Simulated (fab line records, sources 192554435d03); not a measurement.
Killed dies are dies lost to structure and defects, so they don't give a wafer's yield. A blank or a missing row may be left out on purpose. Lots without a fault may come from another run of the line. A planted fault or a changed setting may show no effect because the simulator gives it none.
Which tool did it? | flow n5_finfet | 9 lots, 27 wafers sampled, at 6 steps of a route of 1938

WHAT THE GAUGES READ, wafer by wafer
N5_PMOS_HMC_CHANNEL_EPI_OVL_MEAS_10. Usual: PMOS_HMC_BLK_OVL -0.1 nm, standard deviation 0.69.
lot  | measured    | on         | PMOS_HMC_BLK_OVL (nm) | flag
L571 | day 1 17:10 | overlay-01 | -0.2 0.0 1.2          |
L577 | day 3 05:29 | overlay-02 | -0.6 0.3 -0.2         |
L580 | day 4 00:06 | overlay-02 | 0.8 0.3 -0.3          |
L583 | day 4 17:49 | overlay-02 | -0.2 -0.4 -1.5        |
L584 | day 4 23:46 | overlay-02 | 1.4 0.8 0.8           |
L586 | day 5 10:54 | overlay-01 | 0.0 0.5 -0.3          |
L591 | day 6 19:14 | overlay-01 | 0.9 0.7 -0.1          |
L593 | day 7 05:16 | overlay-02 | 0.0 -0.2 0.6          |
L594 | day 7 11:31 | overlay-01 | 1.4 0.9 1.9           |

N5_PMOS_HMC_CHANNEL_EPI_THK_MEAS_22. Usual: HMC_CMP_THK 53.7 nm, standard deviation 0.96.
lot  | measured    | on            | HMC_CMP_THK (nm) | flag
L571 | day 1 20:41 | film_metro-01 | 54.8 54.4 51.7   |
L577 | day 3 07:49 | film_metro-02 | 53.4 53.2 54.5   |
L580 | day 4 02:31 | film_metro-02 | 52.4 53.4 52.0   |
L583 | day 4 20:49 | film_metro-02 | 53.6 53.6 54.4   |
L584 | day 5 03:22 | film_metro-02 | 52.6 53.5 55.0   |
L586 | day 5 15:05 | film_metro-02 | 54.8 51.9 59.9   |
L591 | day 6 21:34 | film_metro-02 | 53.8 54.6 54.1   |
L593 | day 7 07:51 | film_metro-01 | 53.9 55.3 53.6   |
L594 | day 7 13:50 | film_metro-02 | 53.1 53.3 54.4   |

N5_BEOL_M4_RC_MEAS_101. Usual: CJ_P 5.83, standard deviation 0.2; DIBL_N 36.5 mV/V, standard deviation 2; DIBL_P 36.5 mV/V, standard deviation 2.3; IOFF_N 0.16 nA/um, standard deviation 0.036; IOFF_P 0.21 nA/um, standard deviation 0.037; IOFF_P_85C 3.7 nA/um, standard deviation 0.54; IOFF_P_LONG 0.000106 nA/um, standard deviation 7.6e-06; ION_N 672 uA/um, standard deviation 12; ION_P 459 uA/um, standard deviation 7.1; SS_N 71.6 mV/dec, standard deviation 0.73; SS_P 73.4 mV/dec, standard deviation 0.76; VT_N 250 mV, standard deviation 3.3; VT_P -250.5 mV, standard deviation 2.9.
lot  | measured     | on        | CJ_P           | DIBL_N (mV/V)  | DIBL_P (mV/V)  | IOFF_N (nA/um) | IOFF_P (nA/um) | IOFF_P_85C (nA/um) | IOFF_P_LONG (nA/um)        | ION_N (uA/um) | ION_P (uA/um) | SS_N (mV/dec)  | SS_P (mV/dec)  | VT_N (mV)   | VT_P (mV)            | flag
L571 | day 8 14:59  | prober-02 | 5.42 5.59 6.18 | 31.8 33.0 34.4 | 34.0 34.7 37.4 | 0.12 0.13 0.16 | 0.17 0.17 0.20 | 2.9 3.0 3.5        | 0.000102 0.000103 0.000116 | 671 659 675   | 462 450 461   | 71.2 70.6 70.9 | 72.4 72.4 73.5 | 252 254 250 | -250.3 -253.8 -249.8 |
L577 | day 9 09:58  | prober-02 | 5.72 5.95 5.57 | 37.3 36.1 35.4 | 35.9 35.1 33.9 | 0.20 0.18 0.17 | 0.24 0.24 0.21 | 4.0 4.1 3.7        | 0.000111 0.000118 0.000112 | 665 679 689   | 450 467 470   | 71.8 71.3 71.3 | 73.2 73.1 73.8 | 244 249 246 | -250.3 -250.9 -248.8 |
L580 | day 10 13:35 | prober-02 | 6.12 5.84 6.03 | 37.6 36.0 33.6 | 38.5 36.5 33.9 | 0.18 0.15 0.11 | 0.23 0.19 0.16 | 3.8 3.4 2.8        | 0.000109 0.000103 0.000108 | 675 680 664   | 461 461 451   | 72.6 71.7 70.6 | 74.5 73.3 72.6 | 248 249 255 | -248.7 -250.3 -253.8 |
L583 | day 11 17:28 | prober-01 | 5.83 5.86 5.72 | 38.3 39.4 38.6 | 36.8 37.8 37.5 | 0.19 0.24 0.21 | 0.25 0.27 0.27 | 4.3 4.5 4.4        | 0.000112 0.000113 0.000109 | 684 693 680   | 464 465 462   | 71.7 72.8 72.3 | 74.4 74.5 74.3 | 245 243 247 | -248.6 -247.5 -247.8 |
L584 | day 11 19:24 | prober-01 | 6.01 5.86 5.65 | 36.3 37.4 37.3 | 36.2 36.3 38.8 | 0.16 0.19 0.20 | 0.20 0.21 0.25 | 3.6 3.7 4.3        | 0.000107 0.000102 9.9e-05  | 663 652 669   | 448 446 463   | 71.8 73.3 72.6 | 73.1 73.4 73.4 | 250 250 247 | -252.3 -249.7 -246.2 |
L586 | day 11 23:17 | prober-01 | 5.70 6.12 3.26 | 35.6 36.9 33.8 | 38.7 39.1 51.3 | 0.16 0.17 0.12 | 0.20 0.21 1.21 | 3.5 3.6 15.7       | 9.7e-05 0.000105 7.5e-05   | 675 672 659   | 459 456 430   | 71.5 71.8 71.3 | 74.3 74.2 89.6 | 250 250 255 | -251.6 -252.3 -255.6 | OFF
L591 | day 13 10:04 | prober-02 | 5.80 5.57 5.87 | 36.7 38.1 38.2 | 36.8 38.8 38.9 | 0.15 0.17 0.17 | 0.20 0.22 0.23 | 3.3 3.7 3.8        | 9.2e-05 9e-05 9.6e-05      | 670 671 678   | 454 458 458   | 71.4 71.5 72.2 | 73.5 73.9 73.0 | 253 248 249 | -255.1 -251.8 -251.8 |
L593 | day 13 21:25 | prober-01 | 5.70 5.46 5.88 | 38.1 37.5 37.7 | 41.2 39.5 39.4 | 0.24 0.21 0.21 | 0.30 0.26 0.26 | 4.9 4.5 4.4        | 0.000109 0.000105 0.00011  | 691 684 661   | 474 467 449   | 72.1 71.8 72.3 | 73.9 74.3 74.0 | 243 248 247 | -243.0 -246.6 -245.4 |
L594 | day 14 20:04 | prober-01 | 6.02 5.95 5.78 | 38.1 39.1 38.8 | 40.2 40.6 41.3 | 0.19 0.22 0.21 | 0.21 0.23 0.23 | 3.7 4.0 4.0        | 8.9e-05 8.9e-05 8.8e-05    | 671 682 675   | 457 457 456   | 71.6 72.8 72.4 | 75.2 74.2 74.7 | 249 246 248 | -250.8 -251.5 -248.9 |

WHICH TOOL RAN EACH LOT (tool, then ch and the chambers of the sampled wafers, then the start)
lot  | N5_PMOS_HMC_CHANNEL_EPI_ETCH_38 | N5_PMOS_HMC_CHANNEL_EPI_FIN_RECESS_16 | N5_PMOS_HMC_CHANNEL_EPI_EPI_26
L571 | rie_si-06 ch 2,3, day 1 17:55   | rie_si-06 ch 2,3, day 1 17:56         | epi_rpcvd-04 ch 0, day 1 20:51
L577 | rie_si-01 ch 0,1,3, day 3 05:59 | rie_si-01 ch 0,1,3, day 3 06:01       | epi_rpcvd-03 ch 0, day 3 08:01
L580 | rie_si-04 ch 0,3, day 4 00:42   | rie_si-04 ch 0,3, day 4 00:43         | epi_rpcvd-03 ch 0, day 4 02:42
L583 | rie_si-01 ch 0,1,2, day 4 18:36 | rie_si-01 ch 0,1,2, day 4 18:37       | epi_rpcvd-01 ch 0, day 4 21:04
L584 | rie_si-06 ch 0,2,3, day 5 01:31 | rie_si-06 ch 0,2,3, day 5 01:32       | epi_rpcvd-03 ch 0, day 5 03:34
L586 | rie_si-06 ch 1,2,3, day 5 11:37 | rie_si-06 ch 1,2,3, day 5 11:38       | epi_rpcvd-04 ch 0, day 5 15:11
L591 | rie_si-04 ch 1,3, day 6 19:44   | rie_si-04 ch 1,3, day 6 19:46         | epi_rpcvd-03 ch 0, day 6 21:48
L593 | rie_si-01 ch 0,1,2, day 7 06:02 | rie_si-01 ch 0,1,2, day 7 06:03       | epi_rpcvd-04 ch 0, day 7 08:01
L594 | rie_si-04 ch 0,2,3, day 7 12:01 | rie_si-04 ch 0,2,3, day 7 12:02       | epi_rpcvd-03 ch 0, day 7 13:57
- N5_PMOS_HMC_CHANNEL_EPI_ETCH_38: etches SiO2 in CF4, target depth 1.5 nm.
- N5_PMOS_HMC_CHANNEL_EPI_FIN_RECESS_16: chemistry HBr/Cl2, target Si, target depth 54 nm, time 18 s.
- N5_PMOS_HMC_CHANNEL_EPI_EPI_26: deposits Si from SiH4/H2, target thk 3.8 nm, time 22.7 s.

WHAT THE TOOLS THEMSELVES READ (means of the sampled wafers that have a number; where no wafer has one, the mark that the record gives instead)
N5_PMOS_HMC_CHANNEL_EPI_ETCH_38. Usual: chamber_pressure_mTorr 10.000 mTorr, standard deviation 0.013; drypump_motor_current_A 5.8 A, standard deviation 0.37; oes_product_au 0.992 a.u., standard deviation 0.023; throttle_valve_pct 21.7 %, standard deviation 0.3.
lot  | tool      | chamber_pressure_mTorr (mTorr) | drypump_motor_current_A (A) | oes_product_au (a.u.) | throttle_valve_pct (%) | flag
L571 | rie_si-06 | 9.991                          | 5.3                         | 1.007                 | 21.3                   |
L577 | rie_si-01 | 9.999                          | 6.0                         | 0.976                 | 21.7                   |
L580 | rie_si-04 | 9.995                          | 5.8                         | 0.991                 | 22.0                   |
L583 | rie_si-01 | 9.999                          | 6.0                         | 0.996                 | 21.7                   |
L584 | rie_si-06 | 9.990                          | 5.6                         | 0.980                 | 21.5                   |
L586 | rie_si-06 | 9.997                          | 5.6                         | 0.998                 | 21.6                   |
L591 | rie_si-04 | 9.998                          | 6.1                         | 1.011                 | 22.1                   |
L593 | rie_si-01 | 9.994                          | 6.0                         | 1.000                 | 21.7                   |
L594 | rie_si-04 | 10.003                         | 5.8                         | 0.987                 | 21.9                   |

N5_PMOS_HMC_CHANNEL_EPI_FIN_RECESS_16. Usual: chamber_pressure_mTorr 10.000 mTorr, standard deviation 0.0094; drypump_motor_current_A 5.8 A, standard deviation 0.37; oes_product_au 0.991 a.u., standard deviation 0.019; throttle_valve_pct 35.5 %, standard deviation 0.34.
lot  | tool      | chamber_pressure_mTorr (mTorr) | drypump_motor_current_A (A) | oes_product_au (a.u.) | throttle_valve_pct (%) | flag
L571 | rie_si-06 | 9.996                          | 5.3                         | 0.999                 | 35.1                   |
L577 | rie_si-01 | 10.010                         | 6.0                         | 0.980                 | 35.3                   |
L580 | rie_si-04 | 9.990                          | 5.8                         | 0.990                 | 35.8                   |
L583 | rie_si-01 | 10.009                         | 6.0                         | 0.999                 | 35.4                   |
L584 | rie_si-06 | 9.997                          | 5.6                         | 0.989                 | 35.3                   |
L586 | rie_si-06 | 9.995                          | 5.6                         | 0.996                 | 35.3                   |
L591 | rie_si-04 | 9.998                          | 6.1                         | 1.000                 | 36.0                   |
L593 | rie_si-01 | 9.996                          | 6.0                         | 0.999                 | 35.4                   |
L594 | rie_si-04 | 10.000                         | 5.8                         | 0.991                 | 35.8                   |

N5_PMOS_HMC_CHANNEL_EPI_EPI_26. Usual: throttle_valve_pct 11.80 %, standard deviation 0.3.
lot  | tool         | throttle_valve_pct (%) | flag
L571 | epi_rpcvd-04 | 11.67                  |
L577 | epi_rpcvd-03 | 11.90                  |
L580 | epi_rpcvd-03 | 12.04                  |
L583 | epi_rpcvd-01 | 11.46                  |
L584 | epi_rpcvd-03 | 11.94                  |
L586 | epi_rpcvd-04 | 11.81                  |
L591 | epi_rpcvd-03 | 12.01                  |
L593 | epi_rpcvd-04 | 11.57                  |
L594 | epi_rpcvd-03 | 12.14                  |

THE ANSWER, worked out from the rows above alone
Rule: a lot is off if the mean of its wafers that have a number lies more than 3 standard deviations from the usual mean. A lot without any number at a reading at which 4 lots or more have one is off too. The other lots that the step has rows for count as sound. The gauges are gone through in route order, then the tools' own readings, and for those a lot's mean is taken as printed above. The first step at which some lot is off is used, and at that step the reading that is off furthest; a lot without a number counts as furthest.
Off: L586, at N5_BEOL_M4_RC_MEAS_101 (IOFF_P).
A tool fits if, at a process step before that reading, it ran every lot that is off, and no sound lot after the first of them. The gauges at N5_BEOL_M4_RC_MEAS_101 are tried like those tools. One fits: rie_si-06 at N5_PMOS_HMC_CHANNEL_EPI_ETCH_38 and N5_PMOS_HMC_CHANNEL_EPI_FIN_RECESS_16. At N5_PMOS_HMC_CHANNEL_EPI_ETCH_38 its last sound lot is L584 (day 5 01:31), its first lot that is off L586 (day 5 11:37): a fault that began between those two fits.

WHAT THE SIMULATOR HAD PUT IN
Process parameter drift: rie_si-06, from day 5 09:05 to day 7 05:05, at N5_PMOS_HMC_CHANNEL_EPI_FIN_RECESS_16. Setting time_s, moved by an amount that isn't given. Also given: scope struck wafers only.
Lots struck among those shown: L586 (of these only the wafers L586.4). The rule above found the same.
